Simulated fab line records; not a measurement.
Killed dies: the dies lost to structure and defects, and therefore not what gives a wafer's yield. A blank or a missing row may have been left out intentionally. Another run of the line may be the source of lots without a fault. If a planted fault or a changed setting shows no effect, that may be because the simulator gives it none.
fab line records	flow nand-harc	part 1 of 2: steps 1 to 22 of 34
record: lots: 5	wafers: 15	last-day: 33
route steps=1302 shown A_BONDPAD@1212 HYBRID_BOND@1237 THIN_TSV@1244
lots with no fault: from the same line, run without faults
start-h: start of the lot's first displayed wafer, in hours after the record's first day	wait-h: hours elapsed since this lot's preceding step	" unchanged from the row above	L1.1+2: a single row standing in for several wafers	- no value, or no start given	* or withheld: withheld	< > ~ a bound
route shown NAME@n: names a module that has steps shown in the file, with the first one's number in the route	usual: the fault-free wafers' mean and standard deviation	same: alike in all rows	chamber/n: place in a boat	sites: per-site readings	_std_site: the standard deviation of these	_edge_site: mean of outer sites minus mean of inner sites	radius-mm: how far each site lies from the wafer's centre	mask NAME#n: copy n	behind: tool/chamber where the wafer was last shaped	hold: the reason the lot was held/the length of the hold in hours/how it ended	device: which transistor (n, p or np) failed to switch	end of line: the same wafers' tests at the end of the route	a step with no rows: only its recipe	killed: dies that structure and defects cost at the first sort, which is not the same as the wafer's yield	map: dies across one wafer; x = killed, . = not, _ = none there
set.NAME: the setting that was run; set.NAME@STEP: the one run at that earlier step	model.NAME: the simulator's own value behind a step, which no gauge read
a table for each step, a row for each wafer; lots at some steps of the route
services: a tool's chamber out of use, with start hour (start-h, from the record's first day; less than 0 if before it), hours out, and reason
== steps ==
step: NHARC_A_BONDPAD_EXPOSE_06
recipe: na: 0.55	dose-mj: 36.99	mask-id: A_BPAD
usual: reticle-temp-C: 23.00/0.098
lot.wafer	tool	chamber	start-h	wait-h	mask	reticle-temp-C
L085.2	krf-scanner-04	0	652.97	-	A_BPAD#0	23.09
L085.5	"	0	"	"	A_BPAD#0	23.05
L085.6	"	0	"	"	A_BPAD#0	22.94
L084.1	krf-scanner-02	0	656.29	-	A_BPAD#0	23.01
L084.4	"	0	"	"	A_BPAD#0	23.13
L084.5	"	0	"	"	A_BPAD#0	23.04
L089.1	krf-scanner-02	0	700.77	-	A_BPAD#0	22.95
L089.3	"	0	"	"	A_BPAD#0	22.71
L089.5	"	0	"	"	A_BPAD#0	22.84
L093.1	krf-scanner-01	0	724.61	-	A_BPAD#0	22.72
L093.2	"	0	"	"	A_BPAD#0	22.87
L093.6	"	0	"	"	A_BPAD#0	23.05
L097.1	krf-scanner-04	0	762.02	-	A_BPAD#0	22.95
L097.2	"	0	"	"	A_BPAD#0	23.02
L097.5	"	0	"	"	A_BPAD#0	22.97
step: NHARC_A_BONDPAD_PEB_07
recipe: peb-temp-c: 128	peb-time-s: 80
usual: chill-plate-temp-C: 22.98/0.095
lot.wafer	tool	chamber	start-h	wait-h	chill-plate-temp-C
L085.2	litho-track-03	0	653.03	0.1	23.00
L085.5	"	0	"	"	22.94
L085.6	"	0	"	"	23.08
L084.1	litho-track-05	0	656.36	0.1	22.90
L084.4	"	0	"	"	23.06
L084.5	"	0	"	"	22.88
L089.1	litho-track-03	0	700.84	0.1	23.18
L089.3	"	0	"	"	22.98
L089.5	"	0	"	"	23.08
L093.1	litho-track-02	0	724.67	0.1	23.03
L093.2	"	0	"	"	22.94
L093.6	"	0	"	"	23.13
L097.1	litho-track-03	0	762.08	0.1	23.03
L097.2	"	0	"	"	23.12
L097.5	"	0	"	"	23.08
step: NHARC_A_BONDPAD_DEVELOP_08
recipe: time-s: 50	dev-temp-c: 22
usual: chill-plate-temp-C: 23.00/0.11
lot.wafer	tool	chamber	start-h	wait-h	chill-plate-temp-C
L085.2	litho-track-03	0	-	-	22.96
L085.5	"	0	"	"	23.09
L085.6	"	0	"	"	23.02
L084.1	litho-track-05	0	-	-	22.88
L084.4	"	0	"	"	22.82
L084.5	"	0	"	"	22.96
L089.1	litho-track-03	0	-	-	23.14
L089.3	"	0	"	"	22.90
L089.5	"	0	"	"	23.07
L093.1	litho-track-02	0	-	-	22.87
L093.2	"	0	"	"	22.95
L093.6	"	0	"	"	22.92
L097.1	litho-track-03	0	-	-	22.99
L097.2	"	0	"	"	23.09
L097.5	"	0	"	"	22.96
step: NHARC_A_BONDPAD_CD_MEAS_09
recipe: target-cd-nm: 500	landing-energy-ev: 500
usual: cd-nm: 501.0/2
lot.wafer	tool	chamber	start-h	wait-h	cd-nm
L085.2	cd-sem-03	0	653.12	-	502.2
L085.5	"	0	"	"	500.4
L085.6	"	0	"	"	503.2
L084.1	cd-sem-03	0	656.45	-	499.8
L084.4	"	0	"	"	498.7
L084.5	"	0	"	"	498.4
L089.1	cd-sem-03	0	700.92	-	499.5
L089.3	"	0	"	"	499.7
L089.5	"	0	"	"	501.3
L093.1	cd-sem-03	0	724.76	-	500.8
L093.2	"	0	"	"	501.2
L093.6	"	0	"	"	501.4
L097.1	cd-sem-01	0	762.17	-	499.1
L097.2	"	0	"	"	502.3
L097.5	"	0	"	"	502.5
step: NHARC_A_BONDPAD_OVL_MEAS_35
usual: overlay-x-nm: 0/5.6	overlay-y-nm: 1/6.7
lot.wafer	tool	chamber	start-h	wait-h	overlay-x-nm	overlay-y-nm
L085.2	overlay-02	-	653.21	-	0	14
L085.5	"	-	"	"	-1	14
L085.6	"	-	"	"	-1	14
L084.1	overlay-01	-	656.53	-	-4	4
L084.4	"	-	"	"	-4	4
L084.5	"	-	"	"	-5	4
L089.1	overlay-01	-	701.01	-	-7	-9
L089.3	"	-	"	"	-7	-9
L089.5	"	-	"	"	-7	-9
L093.1	overlay-01	-	724.85	-	-2	-12
L093.2	"	-	"	"	-1	-13
L093.6	"	-	"	"	-2	-12
L097.1	overlay-01	-	762.26	-	1	-6
L097.2	"	-	"	"	1	-6
L097.5	"	-	"	"	1	-6
step: NHARC_A_BONDPAD_HARDBAKE_10
recipe: temp-c: 118	time-s: 65
usual: chill-plate-temp-C: 23.00/0.11
lot.wafer	tool	chamber	start-h	wait-h	chill-plate-temp-C
L085.2	litho-track-03	0	653.25	0.0	23.02
L085.5	"	0	"	"	23.15
L085.6	"	0	"	"	23.18
L084.1	litho-track-02	0	656.58	0.0	22.99
L084.4	"	0	"	"	23.16
L084.5	"	0	"	"	22.92
L089.1	litho-track-03	0	701.06	0.0	22.92
L089.3	"	0	"	"	22.84
L089.5	"	0	"	"	22.82
L093.1	litho-track-02	0	724.89	0.0	22.96
L093.2	"	0	"	"	22.81
L093.6	"	0	"	"	22.97
L097.1	litho-track-02	0	762.30	0.0	22.99
L097.2	"	0	"	"	23.15
L097.5	"	0	"	"	22.86
step: NHARC_A_BONDPAD_DESCUM_11
recipe: time-s: 3	o2-flow-sccm: 200	ar-flow-sccm: 0	bias-power-w: 0	chemistry: O2
usual: drypump-motor-current-A: 5.77/0.27	oes-product-au: 1.001/0.011	rf-vpp-V: 57.7/0.99	showerhead-plenum-p-Torr: 1.92/0.1	throttle-valve-pct: 11.311/0.0097
same: bias-power-w: 0
lot.wafer	tool	chamber	start-h	wait-h	drypump-motor-current-A	oes-product-au	rf-hours-counter-h	rf-vpp-V	showerhead-plenum-p-Torr	throttle-valve-pct
L085.2	rie-diel-09	3	653.33	-	5.44	1.014	4	57.3	2.05	11.313
L085.6	"	3	"	"	5.43	1.013	-	59.0	2.05	11.315
L085.5	"	0	"	"	5.80	1.017	-	56.9	1.81	11.305
L084.1	rie-diel-09	2	656.66	-	5.87	1.005	4	57.6	2.03	11.307
L084.4	"	0	"	"	5.81	1.007	4	57.9	1.81	11.311
L084.5	"	2	"	"	5.86	0.993	-	59.2	2.03	11.301
L089.1	rie-diel-09	1	701.13	-	6.02	0.999	1	57.0	1.81	11.299
L089.3	"	0	"	"	5.76	0.993	1	58.3	1.81	11.319
L089.5	"	1	"	"	6.04	1.004	-	57.3	1.81	11.309
L093.2	rie-diel-09	1	724.98	-	6.03	1.001	1	56.5	1.81	11.323
L093.1	"	2	"	"	5.88	1.002	1	56.9	2.03	11.310
L093.6	"	0	"	"	5.78	0.993	-	57.2	1.81	11.314
L097.2	rie-diel-13	1	762.38	-	6.13	0.982	10	57.5	1.94	11.320
L097.1	"	2	"	"	6.00	0.996	10	58.3	1.98	11.306
L097.5	"	1	"	"	6.10	0.987	-	56.9	1.94	11.310
step: NHARC_A_BONDPAD_ETCH_34
recipe: target-depth-a: 600	overetch-a: 180	time-s: 65.91	ion-energy-ev: 200	n2-flow-sccm: 150	h2-flow-sccm: 150	ar-flow-sccm: 0	rf-w: 400	bias-w: 150	chemistry: N2/H2
usual: drypump-motor-current-A: 5.77/0.27	oes-product-au: 1.000/0.01	rf-vpp-V: 431/3.2	showerhead-plenum-p-Torr: 2.07/0.11	throttle-valve-pct: 14.172/0.0093
lot.wafer	tool	chamber	start-h	wait-h	drypump-motor-current-A	oes-product-au	rf-hours-counter-h	rf-vpp-V	showerhead-plenum-p-Torr	throttle-valve-pct
L085.2	rie-diel-09	3	653.42	0.1	5.43	1.023	4	435	2.19	14.157
L085.5	"	2	"	"	5.86	1.010	-	431	2.17	14.160
L085.6	"	3	"	"	5.43	1.015	-	435	2.19	14.186
L084.4	rie-diel-09	1	656.74	0.1	6.07	0.974	4	427	1.93	14.146
L084.1	"	2	"	"	5.88	0.994	4	435	2.17	14.152
L084.5	"	2	"	"	5.88	1.017	-	434	2.17	14.173
L089.3	rie-diel-09	3	701.24	0.1	5.44	1.006	1	435	2.19	14.191
L089.1	"	0	"	"	5.78	0.981	1	428	1.92	14.163
L089.5	"	3	"	"	5.47	1.006	-	434	2.19	14.177
L093.2	rie-diel-09	1	725.06	0.1	6.05	0.999	1	428	1.93	14.175
L093.1	"	2	"	"	5.88	0.997	1	432	2.17	14.188
L093.6	"	1	"	"	6.05	1.004	-	428	1.93	14.162
L097.2	rie-diel-13	3	762.48	0.1	5.16	1.014	10	432	2.08	14.172
L097.1	"	1	"	"	6.03	0.986	10	431	2.07	14.145
L097.5	"	1	"	"	6.05	0.988	-	432	2.07	14.187
step: NHARC_A_BONDPAD_ETCH_12
recipe: target-depth-a: 2200	time-s: 110	chf3-flow-sccm: 50	o2-flow-sccm: 10	ar-flow-sccm: 200	rf-w: 500	bias-w: 200	chemistry: CHF3/O2
usual: drypump-motor-current-A: 5.78/0.27	oes-product-au: 0.947/0.021	rf-vpp-V: 370.8/2.9	showerhead-plenum-p-Torr: 2.42/0.13	throttle-valve-pct: 20.572/0.0088
lot.wafer	tool	chamber	start-h	wait-h	drypump-motor-current-A	oes-product-au	rf-hours-counter-h	rf-vpp-V	showerhead-plenum-p-Torr	throttle-valve-pct
L085.2	rie-diel-09	3	-	-	5.44	0.917	4	373.3	2.57	20.571
L085.6	"	1	"	"	6.05	0.903	-	368.1	2.28	20.568
L085.5	"	2	"	"	5.85	0.925	-	375.0	2.54	20.572
L084.4	rie-diel-09	1	-	-	6.04	0.945	4	368.1	2.28	20.576
L084.1	"	3	"	"	5.44	0.948	4	373.9	2.57	20.569
L084.5	"	0	"	"	5.79	0.963	-	367.6	2.27	20.554
L089.3	rie-diel-09	0	-	-	5.78	0.953	1	367.6	2.27	20.582
L089.1	"	1	"	"	6.04	0.959	1	367.1	2.28	20.566
L089.5	"	3	"	"	5.45	0.964	-	372.7	2.57	20.564
L093.2	rie-diel-09	1	-	-	6.05	0.956	1	366.8	2.28	20.568
L093.1	"	3	"	"	5.46	0.987	2	374.1	2.57	20.587
L093.6	"	0	"	"	5.80	0.953	-	367.2	2.27	20.573
L097.2	rie-diel-13	1	-	-	6.07	0.913	10	372.6	2.44	20.573
L097.1	"	3	"	"	5.15	0.927	10	371.6	2.44	20.573
L097.5	"	1	"	"	6.11	0.905	-	370.1	2.44	20.569
step: NHARC_A_BONDPAD_CD_MEAS_13
usual: cd-nm: 500.6/2.1
lot.wafer	tool	chamber	start-h	wait-h	cd-nm
L085.2	cd-sem-01	-	653.65	-	502.0
L085.5	"	-	"	"	499.5
L085.6	"	-	"	"	502.5
L084.1	cd-sem-03	-	656.97	-	499.2
L084.4	"	-	"	"	499.2
L084.5	"	-	"	"	497.6
L089.1	cd-sem-03	-	701.50	-	499.3
L089.3	"	-	"	"	499.1
L089.5	"	-	"	"	500.9
L093.1	cd-sem-03	-	725.29	-	500.9
L093.2	"	-	"	"	501.4
L093.6	"	-	"	"	501.2
L097.1	cd-sem-02	-	762.75	-	498.1
L097.2	"	-	"	"	501.2
L097.5	"	-	"	"	501.0
step: NHARC_A_BONDPAD_STRIP_15
recipe: o2-flow-sccm: 500	ar-flow-sccm: 0	bias-w: 0	chemistry: O2
usual: drypump-motor-current-A: 5.6/0.47	oes-product-au: 0.999/0.0092	rf-vpp-V: 57.8/0.88	showerhead-plenum-p-Torr: 3.57/0.13	throttle-valve-pct: 17.036/0.009
lot.wafer	tool	chamber	start-h	wait-h	drypump-motor-current-A	oes-product-au	rf-hours-counter-h	rf-vpp-V	showerhead-plenum-p-Torr	throttle-valve-pct
L085.2	rie-diel-05	1	653.74	0.1	4.8	0.986	18	57.0	3.46	17.034
L085.5	"	0	"	"	4.7	1.001	-	58.1	3.71	17.038
L085.6	"	1	"	"	4.7	0.984	-	57.1	3.46	17.022
L084.1	rie-diel-13	1	657.05	0.1	6.0	0.987	23	57.7	3.59	17.048
L084.5	"	1	"	"	6.1	0.995	-	57.9	3.59	17.028
L084.4	"	2	"	"	6.1	1.024	-	57.3	3.64	17.031
L089.1	rie-diel-09	2	701.57	0.1	5.9	1.000	0	56.6	3.73	17.062
L089.3	"	0	"	"	5.8	0.986	1	56.1	3.35	17.037
L089.5	"	2	"	"	5.8	1.008	-	57.4	3.73	17.033
L093.2	rie-diel-09	2	725.39	0.1	5.9	0.991	1	57.8	3.73	17.024
L093.1	"	3	"	"	5.4	1.019	2	59.3	3.77	17.020
L093.6	"	0	"	"	5.8	0.996	-	57.6	3.34	17.039
L097.2	rie-diel-13	2	762.84	0.1	6.0	0.998	10	57.9	3.63	17.039
L097.1	"	3	"	"	5.2	1.000	10	58.0	3.59	17.037
L097.5	"	2	"	"	6.0	0.995	-	57.3	3.63	17.040
step: NHARC_A_BONDPAD_ETCH_24
recipe: target-depth-a: 300	over-etch-frac: 0.3	time-s: 72.99	ion-energy-ev: 150	cf4-flow-sccm: 50	n2-flow-sccm: 100	ar-flow-sccm: 150	rf-w: 300	bias-w: 100	chemistry: CF4/N2
usual: drypump-motor-current-A: 5.6/0.46	oes-product-au: 1.001/0.01	rf-vpp-V: 314.6/1.8	showerhead-plenum-p-Torr: 2.65/0.095	throttle-valve-pct: 19.795/0.0094
lot.wafer	tool	chamber	start-h	wait-h	drypump-motor-current-A	oes-product-au	rf-hours-counter-h	rf-vpp-V	showerhead-plenum-p-Torr	throttle-valve-pct
L085.2	rie-diel-05	3	-	-	5.7	1.010	21	313.4	2.64	19.808
L085.5	"	1	"	"	4.8	0.994	-	313.3	2.57	19.781
L085.6	"	2	"	"	5.9	0.996	-	315.9	2.61	19.801
L084.1	rie-diel-13	3	657.25	0.2	5.2	1.003	21	315.0	2.68	19.806
L084.4	"	2	"	"	6.0	1.017	-	315.3	2.71	19.797
L084.5	"	3	"	"	5.2	1.003	-	314.3	2.68	19.804
L089.1	rie-diel-09	1	-	-	6.0	0.998	1	311.4	2.50	19.788
L089.3	"	3	"	"	5.5	1.016	1	319.5	2.81	19.791
L089.5	"	1	"	"	6.0	1.003	-	311.6	2.50	19.789
L093.2	rie-diel-09	0	-	-	5.8	0.991	2	312.8	2.49	19.793
L093.1	"	1	"	"	6.0	1.000	1	311.9	2.50	19.795
L093.6	"	1	"	"	6.0	1.002	-	312.3	2.50	19.794
L097.2	rie-diel-13	1	763.00	0.1	6.1	0.997	10	314.5	2.66	19.779
L097.1	"	3	"	"	5.1	1.019	10	315.6	2.67	19.794
L097.5	"	1	"	"	6.1	0.987	-	315.5	2.66	19.795
step: NHARC_A_BONDPAD_STRIP_16
recipe: time-s: 600	temp-c: 30	chemistry: post-etch-residue-remover
lot.wafer	tool	chamber	start-h	wait-h
L085.6+5+2	wet-bench-10	3,6,0	654.01	-
L084.4+1+5	wet-bench-10	3,5,7	657.38	-
L089.1+3+5	wet-bench-08	4,7,0	701.88	-
L093.2+6+1	wet-bench-08	5,6,0	725.65	-
L097.2+5+1	wet-bench-08	5,6,0	763.16	-
step: NHARC_A_BONDPAD_DEGAS_25
recipe: temp-c: 300	time-s: 60
usual: heater-power-w: 451/55
lot.wafer	tool	chamber	start-h	wait-h	heater-power-w
L085.2	pvd-sputter-03	-	654.30	-	373
L085.6	"	-	"	"	470
L085.5	"	-	"	"	497
L084.4	pvd-sputter-02	-	657.64	-	325
L084.1	"	-	"	"	401
L084.5	"	-	"	"	333
L089.3	pvd-sputter-02	-	702.14	-	516
L089.1	"	-	"	"	520
L089.5	"	-	"	"	521
L093.2	pvd-sputter-03	-	725.92	-	457
L093.1	"	-	"	"	536
L093.6	"	-	"	"	465
L097.1	pvd-sputter-03	-	763.41	-	478
L097.2	"	-	"	"	376
L097.5	"	-	"	"	469
step: NHARC_A_BONDPAD_PRE_CLEAN_26
recipe: time-s: 30	temp-c: 280	gas: H2/He
usual: heater-power-w: 395/48
lot.wafer	tool	chamber	start-h	wait-h	heater-power-w
L085.2	pvd-sputter-03	-	-	-	425
L085.6	"	-	"	"	421
L085.5	"	-	"	"	440
L084.1	pvd-sputter-02	-	-	-	285
L084.4	"	-	"	"	452
L084.5	"	-	"	"	450
L089.1	pvd-sputter-02	-	-	-	443
L089.3	"	-	"	"	472
L089.5	"	-	"	"	287
L093.1	pvd-sputter-03	-	-	-	341
L093.2	"	-	"	"	406
L093.6	"	-	"	"	334
L097.1	pvd-sputter-03	-	-	-	334
L097.2	"	-	"	"	421
L097.5	"	-	"	"	327
step: NHARC_A_BONDPAD_PVD_17
recipe: target-thk-a: 50	bias-v: 168.6	power-w: 15000	chamber-pressure-pa: 0.12	time-s: 8.06	substrate-temp-c: 50	material: TaN
usual: throttle-valve-pct: 30.4/1.1
lot.wafer	tool	chamber	start-h	wait-h	throttle-valve-pct
L085.2	pvd-sputter-03	-	-	-	29.8
L085.6	"	-	"	"	31.0
L085.5	"	-	"	"	29.1
L084.4	pvd-sputter-02	-	-	-	29.6
L084.1	"	-	"	"	30.0
L084.5	"	-	"	"	31.8
L089.3	pvd-sputter-02	-	-	-	29.9
L089.1	"	-	"	"	30.1
L089.5	"	-	"	"	30.3
L093.2	pvd-sputter-03	-	-	-	29.1
L093.1	"	-	"	"	29.8
L093.6	"	-	"	"	31.8
L097.1	pvd-sputter-03	-	-	-	29.5
L097.2	"	-	"	"	29.8
L097.5	"	-	"	"	31.9
step: NHARC_A_BONDPAD_PVD_27
recipe: target-thk-a: 300	chamber-pressure-pa: 5	power-w: 5000	substrate-temp-c: 30	time-s: 20.49	material: Cu
usual: throttle-valve-pct: 30.4/1
lot.wafer	tool	chamber	start-h	wait-h	throttle-valve-pct
L085.2	pvd-sputter-03	-	-	-	31.0
L085.5	"	-	"	"	30.0
L085.6	"	-	"	"	30.9
L084.1	pvd-sputter-02	-	-	-	30.2
L084.4	"	-	"	"	29.4
L084.5	"	-	"	"	30.4
L089.3	pvd-sputter-02	-	-	-	30.2
L089.1	"	-	"	"	30.3
L089.5	"	-	"	"	31.4
L093.2	pvd-sputter-03	-	-	-	31.8
L093.1	"	-	"	"	29.9
L093.6	"	-	"	"	29.2
L097.2	pvd-sputter-03	-	-	-	31.8
L097.1	"	-	"	"	29.1
L097.5	"	-	"	"	29.5
step: NHARC_A_BONDPAD_ECD_18
recipe: target-thk-a: 4000	bath-temp-c: 25	material: Cu
lot.wafer	tool	chamber	start-h	wait-h
L085.2+6+5	ecd-cu-02	1,0,1	654.69	-
L084.1+4+5	ecd-cu-01	1,1,0	658.06	-
L089.1+3+5	ecd-cu-02	0,0,1	702.55	-
L093.2+1+6	ecd-cu-01	1,0,1	726.27	-
L097.2+1+5	ecd-cu-02	0,1,0	763.77	-
step: NHARC_A_BONDPAD_ANNEAL_28
recipe: temp-c: 225	time-s: 90
usual: wafer_temp_C_max: 226.3/0.34
lot.wafer	tool	chamber	start-h	wait-h	wafer_temp_C_max
L085.2	rtp-anneal-01	0	655.07	0.3	226.5
L085.5	"	0	"	"	226.0
L085.6	"	0	"	"	226.2
L084.1	rtp-anneal-02	0	658.38	0.3	227.6
L084.4	"	0	"	"	226.2
L084.5	"	0	"	"	226.7
L089.1	rtp-anneal-01	0	702.90	0.3	226.9
L089.3	"	0	"	"	225.9
L089.5	"	0	"	"	226.2
L093.1	rtp-anneal-01	0	726.65	0.3	226.0
L093.2	"	0	"	"	226.4
L093.6	"	0	"	"	226.7
L097.1	rtp-anneal-01	0	764.15	-	226.3
L097.2	"	0	"	"	226.5
L097.5	"	0	"	"	226.2
step: NHARC_A_BONDPAD_CMP_19
recipe: t-overpolish-s: 30	cu-recess-touch-s: 16	target-thk-nm: 169.82
usual: motor-current-A: 12.5/1.7	overpolish-run-s: 30.000/0.0093	slurry-filter-dp-kPa: 13.50/0.14
lot.wafer	tool	chamber	start-h	wait-h	motor-current-A	overpolish-run-s	slurry-filter-dp-kPa
L085.2	cmp-01	2	655.38	-	13.2	30.005	13.56
L085.5	"	1	"	"	9.7	29.990	13.36
L085.6	"	2	"	"	14.0	29.983	13.52
L084.4	cmp-02	2	658.79	-	11.6	29.977	13.40
L084.1	"	3	"	"	12.9	30.001	13.61
L084.5	"	0	"	"	12.6	30.002	13.63
L089.1	cmp-02	0	703.25	-	13.9	29.997	13.51
L089.3	"	2	"	"	11.0	29.990	13.30
L089.5	"	1	"	"	13.4	29.982	13.64
L093.2	cmp-01	3	726.99	-	11.9	29.995	13.40
L093.1	"	1	"	"	9.9	30.009	13.29
L093.6	"	0	"	"	12.9	30.008	13.57
L097.1	cmp-03	2	764.55	-	11.3	30.017	13.63
L097.2	"	3	"	"	12.0	29.989	13.48
L097.5	"	1	"	"	11.1	30.008	13.26
step: NHARC_A_BONDPAD_THK_MEAS_20
recipe: thk-meas-gauge: xrf
usual: thk-nm: 169.7/1.6
lot.wafer	tool	chamber	start-h	wait-h	thk-nm
L085.2	film-metro-01	-	655.68	-	171.8
L085.5	"	-	"	"	167.4
L085.6	"	-	"	"	170.9
L084.1	film-metro-02	-	659.06	-	170.7
L084.4	"	-	"	"	171.7
L084.5	"	-	"	"	169.8
L089.1	film-metro-01	-	703.57	-	169.9
L089.3	"	-	"	"	171.4
L089.5	"	-	"	"	167.7
L093.1	film-metro-02	-	727.31	-	169.0
L093.2	"	-	"	"	171.2
L093.6	"	-	"	"	169.6
L097.1	film-metro-01	-	764.82	-	171.6
L097.2	"	-	"	"	168.5
L097.5	"	-	"	"	171.5
step: NHARC_A_BONDPAD_SRD_21
recipe: time-s: 30	temp-c: 23	dry-time-s: 20	spin-rpm: 1500
lot.wafer	tool	chamber	start-h	wait-h
L085.5+6+2	wet-bench-10	0,3,4	655.72	0.0
L084.1+5+4	wet-bench-08	2,3,5	659.11	0.0
L089.5+3+1	wet-bench-10	6,7,2	703.62	0.0
L093.6+1+2	wet-bench-10	6,7,0	727.36	0.0
L097.2+5+1	wet-bench-08	2,3,7	764.86	0.0
